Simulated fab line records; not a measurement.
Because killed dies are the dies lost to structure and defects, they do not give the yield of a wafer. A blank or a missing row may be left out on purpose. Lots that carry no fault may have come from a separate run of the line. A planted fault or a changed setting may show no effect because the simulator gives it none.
Which of the tools did it?	flow n5Finfet	12 lots with 36 wafers sampled at 2 steps, on a route of 1938 steps

WHAT THE GAUGES SHOWED, per wafer
N5_BEOL_M11_THK_MEAS_53: measures by xrf.
lot	measured	on	M11_THK (nm)
L077	day 14 12:22	filmMetro-01	141 138 140
L076	day 14 22:37	filmMetro-02	135 143 137
L080	day 15 18:48	filmMetro-01	141 147 144
L079	day 16 04:25	filmMetro-01	145 143 135
L081	day 17 07:41	filmMetro-02	138 140 139
L084	day 17 12:53	filmMetro-02	140 134 137
L085	day 17 22:37	filmMetro-01	144 140 136
L087	day 18 17:52	filmMetro-01	142 139 138
L091	day 18 21:19	filmMetro-02	141 147 149
L092	day 19 03:59	filmMetro-01	139 144 137
L093	day 19 22:26	filmMetro-02	141 137 136
L097	day 20 06:59	filmMetro-01	137 144 147

TOOL THAT RAN EACH LOT (tool first, then ch and the chambers of the sampled wafers, then the start)
lot	N5_BEOL_M11_ALD_74
L077	aldMetal-03 ch 0,2, day 14 11:02
L076	aldMetal-02 ch 0,1,2, day 14 19:38
L080	aldMetal-03 ch 0,1, day 15 17:28
L079	aldMetal-02 ch 0,1, day 16 03:07
L081	aldMetal-03 ch 2,3, day 17 05:38
L084	aldMetal-01 ch 0,1,3, day 17 11:30
L085	aldMetal-02 ch 1,2,3, day 17 20:59
L087	aldMetal-02 ch 1,3, day 18 16:05
L091	aldMetal-03 ch 1,2,3, day 18 17:59
L092	aldMetal-03 ch 0,2, day 19 02:11
L093	aldMetal-01 ch 1,2, day 19 20:30
L097	aldMetal-03 ch 0,1, day 20 05:37
- N5_BEOL_M11_ALD_74: deposits TaN, target thk 2 nm, pulse time 2 s, purge time 3 s.

THE ANSWER, worked out from the rows above alone
Rule: what is usual is taken from the lots themselves. The widest of any qualifying gaps counts: lots, ordered by their means at a reading, are off when they make up no more than a third of the lots, leave a main group of 4 or more, and stand apart from it by 3 or more times the standard deviation of that group's means. A main group is skipped when, at the precision printed for the reading in the tables above, its means are all equal. A lot without any number at a reading at which 4 lots or more have one is off too. Where the step has rows for the other lots, those lots are counted as sound.
None of the lots is off at any reading shown; this tells nothing.

WHAT THE SIMULATOR HAD PUT IN
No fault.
